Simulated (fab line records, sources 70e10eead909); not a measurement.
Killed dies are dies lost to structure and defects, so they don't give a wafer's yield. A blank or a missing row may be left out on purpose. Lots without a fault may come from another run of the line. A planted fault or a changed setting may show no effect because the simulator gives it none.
A struck lot beside a sound one | flow nand_harc | 14 steps out of a route of 1159
Sound: wafers L941.2, L941.3, L941.4. Struck: wafer L953.6. (L953.1, L953.5 of the same lot were not struck and are left out.) The cause comes at the end.
At each step with rows: each side's tool, then ch and its chambers, then its first start. Under that, the readings that differ: sound wafers | struck wafers | difference of the means | sigmas: that difference in standard deviations of wafers without a fault.
alike: readings whose means differ by less than 2 such deviations, and words and numbers that are the same on both sides. not compared: withheld readings, readings that some wafer has no value for, bounds like >300 that may hide the same value, and numbers for which the record gives no deviation and whose values overlap.
The two part at a step that has a row with sigmas, a row that says differs or no value, or rows on one side only. Numbers that don't overlap but have no deviation are shown without sigmas and don't part them. A reading that every wafer of one side lacks parts them only if that side has two wafers or more.

NHARC_A_SOURCE_PLATE_THK_MEAS_06: measures by ellipsometry.
  sound on film_metro-02, day 9 18:27; struck on film_metro-02, day 12 15:50
  alike: thk_nm
NHARC_A_SOURCE_PLATE_INSPECT_08:
  sound on defect_inspect-01, day 9 18:32; struck on defect_inspect-02, day 12 15:54
  reading          | sound    | struck | difference | sigmas
  raw_defect_count | 48 52 47 | 116    | +67        | +2
then, 1 step without rows for these wafers: NHARC_A_ONON_D1_DEP_00 (target thk 1000 nm).
NHARC_A_ONON_D1_THK_MEAS_02: measures by ellipsometry.
  sound on film_metro-02, day 9 19:07; struck on film_metro-01, day 12 16:29
  alike: thk_nm
then, 1 step without rows for these wafers: NHARC_A_ONON_D1_DEP_03 (target thk 1000 nm).
NHARC_A_ONON_D1_THK_MEAS_05: measures by ellipsometry.
  sound on film_metro-01, day 9 19:41; struck on film_metro-02, day 12 17:02
  alike: thk_nm
then, 1 step without rows for these wafers: NHARC_A_ONON_D1_DEP_06 (target thk 1000 nm).
NHARC_A_ONON_D1_THK_MEAS_08: measures by ellipsometry.
  sound on film_metro-02, day 9 20:17; struck on film_metro-02, day 12 17:37
  alike: thk_nm
then, 1 step without rows for these wafers: NHARC_A_ONON_D1_DEP_09 (target thk 1000 nm).
NHARC_A_ONON_D1_THK_MEAS_11: measures by ellipsometry.
  sound on film_metro-01, day 9 20:50; struck on film_metro-01, day 12 18:10
  alike: thk_nm
NHARC_A_ONON_D1_DEP_12: target thk 1000 nm.
  sound on pecvd_onon-01 ch 0, day 9 20:57; struck on pecvd_onon-02 ch 0, day 12 18:14
  alike: n2o_flow_sccm
NHARC_A_ONON_D1_THK_MEAS_14: measures by ellipsometry.
  sound on film_metro-02, day 9 21:24; struck on film_metro-01, day 12 18:44
  reading     | sound       | struck | difference | sigmas
  thk_nm (nm) | 993 992 991 | 1360   | +368       | +56
then, 1 step without rows for these wafers: NHARC_A_ONON_D1_ANNEAL_15 (time 3600 s).
-- the record jumps here: 12 days lie between the struck wafers' starts before and after (it left off in module A_ONON_D1 and takes up again in module END, whose first step shown is number 1159 of the route) --
NHARC_END_SORT_01:
  sound on prober-02 ch 0, day 21 03:28; struck on prober-01 ch 0, day 24 14:38
  alike: killed_at_array, killed_at_other, killed_at_periphery, killed_dies, killed_open, killed_short

WHERE THEY PART
First at NHARC_A_SOURCE_PLATE_INSPECT_08; last, within this record, at NHARC_A_ONON_D1_THK_MEAS_14. Later steps at which nothing parts them and some readings are alike: NHARC_END_SORT_01.

WHY: what the simulator had put in
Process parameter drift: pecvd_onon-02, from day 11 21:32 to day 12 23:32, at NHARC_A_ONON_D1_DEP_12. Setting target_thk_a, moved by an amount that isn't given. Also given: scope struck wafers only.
